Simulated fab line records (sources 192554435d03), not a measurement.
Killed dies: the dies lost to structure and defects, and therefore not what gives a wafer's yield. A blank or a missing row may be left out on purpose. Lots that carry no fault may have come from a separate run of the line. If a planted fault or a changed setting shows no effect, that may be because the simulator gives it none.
Matching of chambers | flow n5-finfet | 4 sister chambers for N5_BEOL_M14_ETCH_67 on rie-diel-05
The step etches SiARC in CF4, target depth 143 nm, time 238.3 s. 4 wafers are shown with their chamber, then 9 later ones without.

## WAFERS WITH THEIR CHAMBER
wafer  | chamber | drypump-motor-current-A (A)
L087.5 | 2       | 5.6
L089.2 | 1       | 5.6
L089.3 | 0       | 6.2
L089.4 | 3       | 4.6

## WAFERS WHOSE CHAMBER IS MISSING
wafer  | drypump-motor-current-A (A)
L090.1 | 5.7
L090.4 | 5.6
L090.5 | 6.2
L094.1 | 6.1
L094.2 | 4.6
L094.5 | 5.6
L097.2 | 5.6
L097.4 | 5.7
L097.5 | 6.2

## WHICH CHAMBER EACH WENT THROUGH
wafer  | from the rows above     | in truth
L090.1 | can't be placed: 1 or 2 | 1
L090.4 | can't be placed: 1 or 2 | 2
L090.5 | 0                       | 0
L094.1 | 0                       | 0
L094.2 | 3                       | 3
L094.5 | can't be placed: 1 or 2 | 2
L097.2 | can't be placed: 1 or 2 | 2
L097.4 | can't be placed: 1 or 2 | 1
L097.5 | 0                       | 0
4 of 9 placed correctly. Not placeable from these rows: 5 (in 5, the candidates include the true chamber). Wrongly placed: 0.
How it was worked out, from the rows above alone: a wafer's distance from a chamber is the root of the sum, over the readings, of the square of ((its reading less the chamber's mean) divided by the reading's scatter). The wafer belongs to the nearest chamber; if the next one is less than 2 further off, it can't be placed. A chamber's mean is the mean of its shown wafers. The scatter: with one shown wafer a chamber, the root of the mean of the squares of how far each hidden wafer lies from its nearest shown one.
